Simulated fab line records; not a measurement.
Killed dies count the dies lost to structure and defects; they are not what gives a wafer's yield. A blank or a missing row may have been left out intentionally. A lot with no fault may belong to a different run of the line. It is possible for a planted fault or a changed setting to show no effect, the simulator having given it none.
A struck lot beside a sound one | flow nand-harc | 14 steps out of a route of 1302
Sound: these wafers, L100.1, L100.4, L100.6. Struck: wafer L113.3 (left out: L113.5, a lot-mate that was not struck); the cause follows at the end.
Per side, at each step with rows, come the tool, then ch with its chambers, and then its first start. Under that, the readings that differ: sound wafers | struck wafers | difference of the means | sigmas: that difference in standard deviations of wafers without a fault.
alike: readings with means less than 2 such deviations apart, plus words and numbers identical on both sides. not compared: withheld readings, readings lacking a value on some wafer, bounds such as >300 that could conceal the same value, and numbers that have no deviation in the record and whose values overlap.
Wherever a step has rows on one side only, a row that says differs or no value, or a row with sigmas, the two part there. Numbers that don't overlap but have no deviation are shown without sigmas and don't part them. A reading that every wafer of one side lacks parts them only if that side has two wafers or more.

first, 4 steps without rows for these wafers: NHARC_A_WL_FILL_STRIP_28 (strips in post etch residue remover, time 1200 s); NHARC_A_WL_FILL_PRECLEAN_06 (cleans in DIW, time 300 s); NHARC_A_WL_FILL_SRD_07; NHARC_A_WL_FILL_ANNEAL_08 (time 1800 s).
NHARC_A_WL_FILL_ALD_10: deposits SiO2, target thk 50 nm, pulse time 10 s, ald cycles 500.
  sound on ald-hk-04 ch 0,2, day 20 16:30; struck on ald-hk-02 ch 2, day 25 14:38
  alike: heater-power-w, precursor-pulse-height-rel
  not compared: since-wet-clean-h
NHARC_A_WL_FILL_ETCHBACK_16: etches the open film in C4F8/O2/Ar, target depth 120 nm, time 24 s.
  sound: rie-diel-12 ch 1,2,3; struck: rie-diel-08 ch 1
  alike: oes-product-au, rf-vpp-V, run-length-s
  not compared: rf-hours-counter-h
NHARC_A_WL_FILL_STRIP_29: strips in O2, time 20 s.
  sound on rie-diel-12 ch 0,1, day 20 20:43; struck on rie-diel-08 ch 0, day 25 18:48
  alike: drypump-motor-current-A, oes-product-au, rf-vpp-V, showerhead-plenum-p-Torr, throttle-valve-pct
  not compared: rf-hours-counter-h
NHARC_A_WL_FILL_ETCHBACK_17: etches the open film in Cl2/BCl3, target depth 4 nm, time 26.7 s.
  sound on rie-metal-01 ch 1, day 20 20:49; struck on rie-metal-03 ch 0, day 25 18:55
  reading                     | sound       | struck | difference | sigmas
  drypump-motor-current-A (A) | 5.7 5.7 5.7 | 6.6    | +0.9       | +3
  alike: oes-product-au, run-length-s
  not compared: rf-hours-counter-h
then, 3 steps without rows for these wafers: NHARC_A_WL_FILL_PRECLEAN_18 (cleans in dHF, time 30 s); NHARC_A_WL_FILL_SRD_21; NHARC_A_WL_FILL_CVD_23 (deposits poly-Si, target thk 40 nm, time 800 s).
NHARC_A_WL_FILL_ETCHBACK_26: etches the open film in HBr, target depth 52 nm, time 13.3 s.
  sound on rie-si-02 ch 2,3, day 21 01:55; struck on rie-si-01 ch 3, day 26 00:02
  reading                     | sound          | struck | difference | sigmas
  drypump-motor-current-A (A) | 5.9 5.8 5.8    | 4.8    | -1.0       | -2
  run-length-s (s)            | 34.6 34.1 34.1 | 28.2   | -6.1       | -15
  alike: oes-product-au, throttle-valve-pct
  not compared: rf-hours-counter-h
then, 1 step without rows for these wafers: NHARC_A_WL_FILL_PRECLEAN_30 (cleans in dHF, time 10 s).
-- the record jumps here: 3 days lie between the struck wafers' starts before and after (it left off in module A_WL_FILL and takes up again in module END, whose first step shown is number 1302 of the route) --
NHARC_END_SORT_01:
  sound on prober-02 ch 0, day 24 07:59; struck on prober-02 ch 0, day 29 11:59
  reading         | sound    | struck | difference | sigmas
  killed-at-array | 64 59 57 | 113    | +53        | +3
  killed-dies     | 66 62 58 | 117    | +55        | +3
  alike: killed-at-other, killed-at-periphery, killed-open, killed-short

WHERE THEY PART
First at NHARC_A_WL_FILL_ETCHBACK_17; last, within this record, at NHARC_END_SORT_01.

WHY: the cause the simulator had injected
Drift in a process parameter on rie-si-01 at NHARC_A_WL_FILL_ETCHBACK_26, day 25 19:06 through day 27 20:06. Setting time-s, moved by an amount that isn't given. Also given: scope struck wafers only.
